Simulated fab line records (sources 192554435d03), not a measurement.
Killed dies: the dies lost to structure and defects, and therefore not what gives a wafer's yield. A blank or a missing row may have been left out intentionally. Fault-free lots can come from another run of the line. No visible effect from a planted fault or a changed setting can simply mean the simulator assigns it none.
Struck lot and sound lot, side by side / flow n5Finfet / 26 steps out of a route of 1938
Sound: wafers L487.2, L487.3, L487.5. Struck: wafers L484.1, L484.2. (L484.6 of the same lot was not struck and is left out.) The cause comes at the end.
Each step with rows lists, per side, the tool, then ch with its chambers, then its first start. Under that, the readings that differ: sound wafers / struck wafers / difference of the means / sigmas: that difference in standard deviations of wafers without a fault.
alike: words and numbers the same on both sides, and readings whose means are apart by under 2 such deviations; not compared: readings that were withheld, readings missing a value for some wafer, numbers with overlapping values and no deviation given by the record, and bounds like >300 which may hide the same value.
The two part at a step that has a row with sigmas, a row that says differs or no value, or rows on one side only. Non-overlapping numbers with no deviation appear without sigmas and do not part them. A reading that every wafer of one side lacks parts them only if that side has two wafers or more.

first, 9 steps without rows for these wafers: N5_MIM_BOT_LITHO_HARDBAKE_09 (time 120 s); N5_MIM_BOT_LITHO_DESCUM_10 (chemistry O2, time 7.9 s); N5_MIM_BOT_ETCH_ETCH_04 (etches SiNx in CF4/O2, target depth 26 nm, time 13 s); N5_MIM_BOT_ETCH_ETCH_03 (etches the open film in Cl2/BCl3, target depth 12 nm); N5_MIM_BOT_ETCH_ETCH_00 (etches TiN in Cl2/BCl3, target depth 45.5 nm); N5_MIM_BOT_ETCH_STRIP_01 (strips in O2); N5_MIM_BOT_ETCH_STRIP_02 (strips in post etch residue remover, time 1200 s); N5_MIM_BOT_ETCH_CLEAN_05 (cleans in IPA, time 180 s); N5_MIM_BOT_ETCH_SRD_06 (time 30 s).
N5_PASSIVATION_PECVD_55: deposits SiO2 from SiH4/N2O, target thk 400 nm, time 22.5 s.
  sound on pecvd-04 ch 0,2, day 16 02:55; struck on pecvd-03 ch 1,2, day 14 23:00
reading=throttleValvePct (%); sound=57.9 50.6 57.6; struck=47.4 49.9; difference=-6.7; sigmas=-3
reading=model.SiO2_of_PASSIVATION_PECVD_55.thkNm (nm); sound=390.6 385.8 397.2; struck=291.6 292.2; difference=-99.3; sigmas=
  alike: heaterPowerW, showerheadPlenumPTorr
then, 11 steps without rows for these wafers: N5_PASSIVATION_PECVD_01 (deposits SiNx from SiH4/NH3/N2, target thk 200 nm, time 43.2 s); N5_PASSIVATION_HMDS_03 (time 60 s); N5_PASSIVATION_COAT_04; N5_PASSIVATION_EBR_06; N5_PASSIVATION_SOFTBAKE_05 (time 90 s); N5_PASSIVATION_EXPOSE_07 (exposes mask TV, defocus 0 nm, target cd 3000 nm); N5_PASSIVATION_PEB_08; N5_PASSIVATION_DEVELOP_09 (develop time 60 s); N5_PASSIVATION_HARDBAKE_11 (time 120 s); N5_PASSIVATION_DESCUM_12 (chemistry O2, time 7.9 s); N5_PASSIVATION_PASS_ETCH_74 (etches SiNx in CF4/O2, target depth 220 nm, time 110 s).
N5_PASSIVATION_VIA_ETCH_13: etches SiO2 in CHF3/O2, target depth 660 nm, time 330 s.
  sound on rieDiel-02 ch 0,1, day 16 03:34; struck on rieDiel-01 ch 0,3, day 15 01:13
reading=etchRfOnTimeS (s); sound=224 219 228; struck=169 174; difference=-52; sigmas=-12
reading=model.TV_OPEN.cdOffsetNm (nm); sound=1.8 1.6 1.4; struck=2.2 2.6; difference=+0.8; sigmas=
  alike: drypumpMotorCurrentA, oesProductAu, rfVppV, showerheadPlenumPTorr, throttleValvePct
  not compared: rfHoursCounterH, model.coat_of_PASSIVATION_COAT_04.thkNm
then, 1 step without rows for these wafers: N5_PASSIVATION_STRIP_14 (strips in O2).
N5_PASSIVATION_ETCH_15: etches SiCN in CF4/N2, target depth 75 nm, time 81.2 s.
  sound on rieDiel-02 ch 0,1; struck on rieDiel-01 ch 0,3
reading=model.TV_OPEN.cdOffsetNm (nm); sound=1.6 1.4 1.4; struck=2 2.8; difference=+1; sigmas=
  alike: drypumpMotorCurrentA, oesProductAu, rfVppV, showerheadPlenumPTorr, throttleValvePct
  not compared: rfHoursCounterH
then, 2 steps without rows for these wafers: N5_PASSIVATION_STRIP_73 (strips in post etch residue remover, time 60 s); N5_PASSIVATION_PROBE_49.

== WHERE THEY PART ==
At N5_PASSIVATION_PECVD_55 first; at N5_PASSIVATION_VIA_ETCH_13 last (within this record only). Later steps at which nothing parts them and some readings are alike: N5_PASSIVATION_ETCH_15.

WHY: the cause the simulator had injected
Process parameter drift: pecvd-03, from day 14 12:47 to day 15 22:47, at N5_PASSIVATION_PECVD_55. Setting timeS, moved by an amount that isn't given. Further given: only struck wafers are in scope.
